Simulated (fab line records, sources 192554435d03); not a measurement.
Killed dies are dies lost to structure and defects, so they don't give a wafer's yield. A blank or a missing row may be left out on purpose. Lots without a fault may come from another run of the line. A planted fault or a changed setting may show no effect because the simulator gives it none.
Which tool did it? | flow n5_finfet | 8 lots, 24 wafers sampled, at 4 steps of a route of 1938

WHAT THE GAUGES READ, wafer by wafer
N5_BEOL_M0_CUTY_INSPECT_59: inspects for defects (macro).
lot  | measured     | on                | raw_defect_count
L537 | day 7 04:04  | defect_inspect-01 | 2 0 2
L538 | day 7 04:32  | defect_inspect-01 | >300 >300 >300
L540 | day 7 18:52  | defect_inspect-02 | >300 >300 >300
L541 | day 7 23:20  | defect_inspect-01 | >300 >300 >300
L551 | day 10 13:23 | defect_inspect-01 | 4 2 1
L553 | day 11 00:41 | defect_inspect-02 | 0 4 0
L554 | day 11 15:14 | defect_inspect-02 | 1 3 3
L555 | day 11 16:57 | defect_inspect-01 | 2 1 0

WHICH TOOL RAN EACH LOT (tool, then ch and the chambers of the sampled wafers, then the start)
lot  | N5_BEOL_M0_SAQP_SPACER1_ETCHBACK_99 | N5_BEOL_M0_SAQP_MANDREL_ETCH_103 | N5_BEOL_M0_SAQP_DESCUM_45
L537 | rie_diel-06 ch 0,2,3, day 6 20:18   | rie_si-06 ch 0,1,3, day 6 20:45  | rie_diel-04 ch 1,2,3, day 7 02:42
L538 | rie_diel-06 ch 0,3, day 6 23:39     | rie_si-06 ch 0,1,3, day 7 00:01  | rie_diel-06 ch 0,3, day 7 02:45
L540 | rie_diel-06 ch 0,2, day 7 15:07     | rie_si-01 ch 0,1,2, day 7 15:29  | rie_diel-04 ch 0,1,2, day 7 17:30
L541 | rie_diel-06 ch 0,2,3, day 7 19:15   | rie_si-05 ch 0,2,3, day 7 19:40  | rie_diel-06 ch 0,3, day 7 21:59
L551 | rie_diel-06 ch 0,2, day 10 09:05    | rie_si-01 ch 1,3, day 10 09:27   | rie_diel-06 ch 0,3, day 10 11:52
L553 | rie_diel-06 ch 0,1,2, day 10 20:15  | rie_si-05 ch 0,1,3, day 10 20:37 | rie_diel-06 ch 1,2,3, day 10 23:20
L554 | rie_diel-06 ch 0,2, day 11 10:47    | rie_si-06 ch 0,1,3, day 11 11:10 | rie_diel-04 ch 0,2,3, day 11 13:52
L555 | rie_diel-06 ch 0,2, day 11 12:11    | rie_si-05 ch 1,2, day 11 12:49   | rie_diel-06 ch 1,2, day 11 15:26
- N5_BEOL_M0_SAQP_SPACER1_ETCHBACK_99: etches SiO2 in CHF3/O2, target depth 15.4 nm, time 7.7 s.
- N5_BEOL_M0_SAQP_MANDREL_ETCH_103: etches a-Si in HBr/Cl2, stops on SiCN, target depth 45 nm, bt time 10 s, time 27 s.
- N5_BEOL_M0_SAQP_DESCUM_45: chemistry O2, time 7 s.

THE ANSWER, worked out from the rows above alone
Rule: what is usual is taken from the lots themselves. Put in order of their means at a reading, lots are off if they are a third of the lots or fewer, leave a main group of 4 or more, and stand apart from it by a gap of 3 or more times the standard deviation of the main group's means; of several such gaps the widest counts. A main group whose means are all the same, to the digits that the tables above print for the reading, isn't used. A lot without any number at a reading at which 4 lots or more have one is off too. The other lots that the step has rows for count as sound.
Off: L538, L540, L541, at N5_BEOL_M0_CUTY_INSPECT_59 (raw_defect_count). Without a number there: L538, L540, L541. The main group: mean 1.7, standard deviation 0.56.
A tool fits if, at a process step before that reading, it ran every lot that is off, and no sound lot after the first of them. The gauges at N5_BEOL_M0_CUTY_INSPECT_59 are tried like those tools. None of those tried fits.

WHAT THE SIMULATOR HAD PUT IN
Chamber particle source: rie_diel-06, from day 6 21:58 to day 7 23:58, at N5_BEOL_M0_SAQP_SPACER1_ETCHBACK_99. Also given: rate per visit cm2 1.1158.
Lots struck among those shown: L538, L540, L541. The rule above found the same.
